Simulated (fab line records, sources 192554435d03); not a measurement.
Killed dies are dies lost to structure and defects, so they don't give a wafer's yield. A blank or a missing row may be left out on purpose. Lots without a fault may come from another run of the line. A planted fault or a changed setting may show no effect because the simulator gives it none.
Split-lot experiment | flow n5_finfet | 7 lots, 21 wafers read, on a route of 1938 steps

THE SPLIT
At N5_BEOL_M11_DESCUM_16 (chemistry O2, time 7.9 s), the setting time_s was moved away from the recipe's 7.9 s on 7 of the 21 wafers read, by -19.0% to +18.0%. The other wafers ran this setting at the recipe's value.

The file shows no step between the split and the reading.

THE READING
CAR-ArF_of_BEOL_M11_COAT_05.thk_nm (the simulator's own value, which no gauge read), in nm, at N5_BEOL_M11_ETCH_61 (etches SiARC in CF4, target depth 39 nm, time 65 s). The file gives no usual value for it. The 14 wafers here that ran the recipe average 55.6 nm, standard deviation 0.19 nm.

wafer  | tool, chamber at the split | time_s as run, s | against the recipe | CAR-ArF_of_BEOL_M11_COAT_05.thk_nm, nm | against lot-mates on the recipe
L080.2 | rie_diel-06, 1,2,3         | 7.9              | recipe             | 55.4                                   | -
L080.3 | rie_diel-06, 1,2,3         | 7.9              | recipe             | 55.4                                   | -
L080.4 | rie_diel-06, 1,2,3         | 7.9              | recipe             | 55.6                                   | -
L085.3 | rie_diel-06, 0,3,2         | 6.397            | -19.0%             | 56.2                                   | no lot-mate on the recipe
L085.5 | rie_diel-06, 0,3,2         | 6.397            | -19.0%             | 56                                     | no lot-mate on the recipe
L085.6 | rie_diel-06, 0,3,2         | 6.397            | -19.0%             | 56                                     | no lot-mate on the recipe
L088.2 | rie_diel-04, 0             | 7.9              | recipe             | 55.4                                   | -
L088.3 | rie_diel-04, 3,0           | 9.323            | +18.0%             | 54.6                                   | -0.8
L088.5 | rie_diel-04, 3,0           | 9.323            | +18.0%             | 54.6                                   | -0.8
L089.3 | rie_diel-04, 0,0,2         | 7.9              | recipe             | 55.8                                   | -
L089.4 | rie_diel-04, 0,0,2         | 7.9              | recipe             | 55.4                                   | -
L089.6 | rie_diel-04, 0,0,2         | 7.9              | recipe             | 55.6                                   | -
L091.2 | rie_diel-04, 2,3,0         | 7.9              | recipe             | 55.8                                   | -
L091.5 | rie_diel-04, 2,3,0         | 7.9              | recipe             | 55.8                                   | -
L091.6 | rie_diel-04, 2,3,0         | 7.9              | recipe             | 56                                     | -
L090.1 | rie_diel-06, 0,2           | 6.78             | -14.2%             | 56.4                                   | +0.6
L090.4 | rie_diel-06, 0,2           | 6.78             | -14.2%             | 56.4                                   | +0.6
L090.5 | rie_diel-06, 2             | 7.9              | recipe             | 55.8                                   | -
L095.1 | rie_diel-05, 1,0,0         | 7.9              | recipe             | 55.8                                   | -
L095.2 | rie_diel-05, 1,0,0         | 7.9              | recipe             | 55.6                                   | -
L095.4 | rie_diel-05, 1,0,0         | 7.9              | recipe             | 55.6                                   | -
Where a row lists several chambers, the file gives one row for several wafers and doesn't say which wafer went through which chamber.

THE FIT
A straight line over all 21 wafers: CAR-ArF_of_BEOL_M11_COAT_05.thk_nm changes by -0.0404 nm for each +1% of time_s; r = -0.87; the points scatter about the line by 0.24 nm.
The same after taking each lot's own level away (the mean of its wafers on the recipe; 18 wafers): -0.0436 nm for each +1%; r = -0.96; scatter 0.1 nm.
On that fit, the largest move of time_s shifts the reading by 0.83 nm.
The lots' own levels span 55.40 to 55.87 nm, that is 2.5 times the standard deviation above.
So the lot-to-lot level changes the slope little: the two slopes agree.
Check: with one of the wafers moved furthest among these (+18.0%) left out of the fit, the line predicts -0.783 nm for it against its lot-mates. It came out at -0.8 nm against them.

OTHER SPLITS ON THESE WAFERS
These wafers also went through other splits before the reading. Each is held against what the fit with the lots' levels taken away leaves over:
other split on the same wafers | wafers away from the commonest value | r with CAR-ArF_of_BEOL_M11_COAT_05.thk_nm (lot level and that fit taken away)
N5_BEOL_M9_COAT_64 spin_rpm    | 6                                    | -0.05
N5_BEOL_M9_COAT_75 time_s      | 5                                    | +0.23
N5_BEOL_M10_COAT_05 spin_rpm   | 8                                    | +0.00
N5_BEOL_M10_ETCH_62 time_s     | 2                                    | -0.01

THE FILE'S OWN FIT
CAR-ArF_of_BEOL_M11_COAT_05.thk_nm changes by -0.0436 nm for each +1% of time_s, r = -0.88.
